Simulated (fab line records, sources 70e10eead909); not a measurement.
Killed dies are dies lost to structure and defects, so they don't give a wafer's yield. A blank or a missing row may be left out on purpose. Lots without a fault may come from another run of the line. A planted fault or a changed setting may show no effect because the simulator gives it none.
A struck lot beside a sound one | flow nand_harc | 40 steps out of a route of 1302
Sound: wafers L985.1, L985.2, L985.4. Struck: wafer L997.1. (L997.2, L997.4 of the same lot were not struck and are left out.) The cause comes at the end.
At each step with rows: each side's tool, then ch and its chambers, then its first start. Under that, the readings that differ: sound wafers | struck wafers | difference of the means | sigmas: that difference in standard deviations of wafers without a fault.
alike: readings whose means differ by less than 2 such deviations, and words and numbers that are the same on both sides. not compared: withheld readings, readings that some wafer has no value for, bounds like >300 that may hide the same value, and numbers for which the record gives no deviation and whose values overlap.
The two part at a step that has a row with sigmas, a row that says differs or no value, or rows on one side only. Numbers that don't overlap but have no deviation are shown without sigmas and don't part them. A reading that every wafer of one side lacks parts them only if that side has two wafers or more.

first, 4 steps without rows for these wafers: NHARC_P_BONDPAD_HARDBAKE_10 (time 65 s); NHARC_P_BONDPAD_DESCUM_11 (chemistry O2, time 3 s); NHARC_P_BONDPAD_ETCH_37 (etches the open film in N2/H2, target depth 60 nm, overetch 18 nm, time 65.91 s); NHARC_P_BONDPAD_ETCH_12 (etches the open film in CHF3/O2, target depth 200 nm, time 100 s).
NHARC_P_BONDPAD_CD_MEAS_13:
  sound on cd_sem-03, day 8 13:31; struck on cd_sem-01, day 13 05:23
  alike: cd_nm
then, 1 step without rows for these wafers: NHARC_P_BONDPAD_STRIP_15 (strips in O2).
NHARC_P_BONDPAD_ETCH_24: etches the open film in CF4/N2, target depth 30 nm, time 72.99 s.
  sound on rie_diel-11 ch 0,1,2; struck on rie_diel-11 ch 3
  reading                | sound             | struck | difference | sigmas
  rf_hours_counter_h (h) | 4.4 5.3 4.9       | 0.7    | -4.2       |
  rf_vpp_V (V)           | 315.4 314.2 317.3 | 310.7  | -4.9       | -2
  alike: drypump_motor_current_A, n2_flow_sccm, oes_product_au, showerhead_plenum_p_Torr, throttle_valve_pct
then, 5 steps without rows for these wafers: NHARC_P_BONDPAD_STRIP_16 (strips in post etch residue remover, time 600 s); NHARC_P_BONDPAD_DEGAS_25 (time 60 s); NHARC_P_BONDPAD_PRE_CLEAN_26 (time 30 s); NHARC_P_BONDPAD_PVD_17 (deposits TaN, target thk 5 nm, time 8.06 s); NHARC_P_BONDPAD_PVD_27 (deposits Cu, target thk 30 nm, time 20.49 s).
NHARC_P_BONDPAD_ECD_18: material Cu, target thk 400 nm.
  sound on ecd_cu-01 ch 0,1, day 8 14:31; struck on ecd_cu-01 ch 0,1, day 13 06:22
then, 1 step without rows for these wafers: NHARC_P_BONDPAD_ANNEAL_28 (time 90 s).
NHARC_P_BONDPAD_CMP_19: polishes, t overpolish 30 s, cu recess touch 16 s, target thk 160.81 nm.
  sound on cmp-03 ch 1,2,3, day 8 15:16; struck on cmp-03 ch 1, day 13 07:07
  alike: motor_current_A, overpolish_run_s
then, 1 step without rows for these wafers: NHARC_P_BONDPAD_SRD_21 (time 30 s, dry time 20 s).
NHARC_P_BONDPAD_INSPECT_23:
  sound on defect_inspect-01, day 8 15:47; struck on defect_inspect-02, day 13 07:39
  alike: raw_defect_count
then, 3 steps without rows for these wafers: NHARC_P_BONDPAD_ACTIVATE_29 (chemistry N2, time 60 s); NHARC_P_BONDPAD_PRECLEAN_30 (cleans in DIW, time 300 s); NHARC_P_BONDPAD_SRD_31 (time 30 s, dry time 20 s).
NHARC_A_START_INSPECT_01:
  sound on defect_inspect-02, day 8 16:15; struck on defect_inspect-01, day 13 08:07
  alike: raw_defect_count
then, 11 steps without rows for these wafers: NHARC_A_ZERO_WELL_PRECLEAN_00 (cleans in SPM, time 600 s); NHARC_A_ZERO_WELL_SRD_01; NHARC_A_ZERO_WELL_DEHYDRATE_02 (time 120 s); NHARC_A_ZERO_WELL_HMDS_03 (time 30 s); NHARC_A_ZERO_WELL_COAT_18 (time 65 s); NHARC_A_ZERO_WELL_COAT_04 (resist thk 600 nm); NHARC_A_ZERO_WELL_SOFTBAKE_05 (time 70 s); NHARC_A_ZERO_WELL_EBR_06; NHARC_A_ZERO_WELL_EXPOSE_07 (exposes mask A ZERO); NHARC_A_ZERO_WELL_PEB_08 (peb time 80 s); NHARC_A_ZERO_WELL_DEVELOP_09 (time 50 s).
NHARC_A_ZERO_WELL_CD_MEAS_10: target cd 2000 nm.
  sound on cd_sem-01 ch 0, day 8 16:58; struck on cd_sem-01 ch 0, day 13 08:50
  alike: cd_nm
then, 1 step without rows for these wafers: NHARC_A_ZERO_WELL_HARDBAKE_11 (time 65 s).
NHARC_A_ZERO_WELL_DESCUM_12: chemistry O2, time 3 s.
  sound on rie_diel-05 ch 1,2,3, day 8 17:07; struck on rie_diel-08 ch 1, day 13 09:00
  reading                     | sound       | struck | difference | sigmas
  drypump_motor_current_A (A) | 5.0 5.9 5.5 | 6.6    | +1.1       | +2
  rf_hours_counter_h (h)      | 3 3 2       | 40     | +37        |
  alike: oes_product_au, rf_vpp_V, showerhead_plenum_p_Torr, throttle_valve_pct
NHARC_A_ZERO_WELL_ETCH_19: etches the open film in N2/H2, target depth 80 nm, overetch 24 nm, time 87.88 s.
  sound on rie_diel-05 ch 1,2,3, day 8 17:13; struck on rie_diel-08 ch 2, day 13 09:05
  reading                     | sound       | struck | difference | sigmas
  drypump_motor_current_A (A) | 5.0 5.5 5.9 | 6.5    | +1.0       | +2
  rf_hours_counter_h (h)      | 3 2 3       | 32     | +29        |
  alike: n2_flow_sccm, oes_product_au, rf_vpp_V, showerhead_plenum_p_Torr, throttle_valve_pct
NHARC_A_ZERO_WELL_ETCH_13: etches the open film in HBr/Cl2, target depth 120 nm, time 40.1 s.
  sound on rie_si-05 ch 1,2,3, day 8 17:20; struck on rie_si-05 ch 1, day 13 09:13
  reading                | sound       | struck | difference | sigmas
  rf_hours_counter_h (h) | 0.4 0.4 0.3 | 1.1    | +0.7       |
  alike: drypump_motor_current_A, oes_product_au, throttle_valve_pct
then, 1 step without rows for these wafers: NHARC_A_ZERO_WELL_STRIP_14 (strips in SPM, time 900 s).
-- the record jumps here: 16 days lie between the struck wafers' starts before and after (it left off in module A_ZERO_WELL and takes up again in module A_M0, whose first step shown is number 1150 of the route) --
NHARC_A_M0_DESCUM_14: chemistry O2, time 3 s.
  sound on rie_diel-13 ch 0,1,3, day 24 18:58; struck on rie_diel-06 ch 2, day 29 06:30
  reading                | sound             | struck | difference | sigmas
  rf_hours_counter_h (h) | 2.1 1.8 1.9       | 0.5    | -1.4       |
  model.A_M0.cd_nm (nm)  | 81.03 79.56 81.26 | 73.1   | -7.5       |
  alike: drypump_motor_current_A, oes_product_au, rf_vpp_V, showerhead_plenum_p_Torr, throttle_valve_pct
NHARC_A_M0_ETCH_15: etches the open film in C4F8/Ar, target depth 150 nm, overetch 15 nm, time 82.5 s.
  sound on rie_diel-13 ch 1,2,3; struck on rie_diel-06 ch 2
  reading                | sound             | struck | difference | sigmas
  rf_hours_counter_h (h) | 2.2 1.8 2.1       | 0.6    | -1.4       |
  model.A_M0.cd_nm (nm)  | 81.42 79.12 81.63 | 73.63  | -7.09      |
  alike: oes_product_au, rf_vpp_V

WHERE THEY PART
First at NHARC_P_BONDPAD_ETCH_24; last, within this record, at NHARC_A_ZERO_WELL_ETCH_19. Later steps at which nothing parts them and some readings are alike: NHARC_A_ZERO_WELL_ETCH_13, NHARC_A_M0_DESCUM_14, NHARC_A_M0_ETCH_15.

WHY: what the simulator had put in
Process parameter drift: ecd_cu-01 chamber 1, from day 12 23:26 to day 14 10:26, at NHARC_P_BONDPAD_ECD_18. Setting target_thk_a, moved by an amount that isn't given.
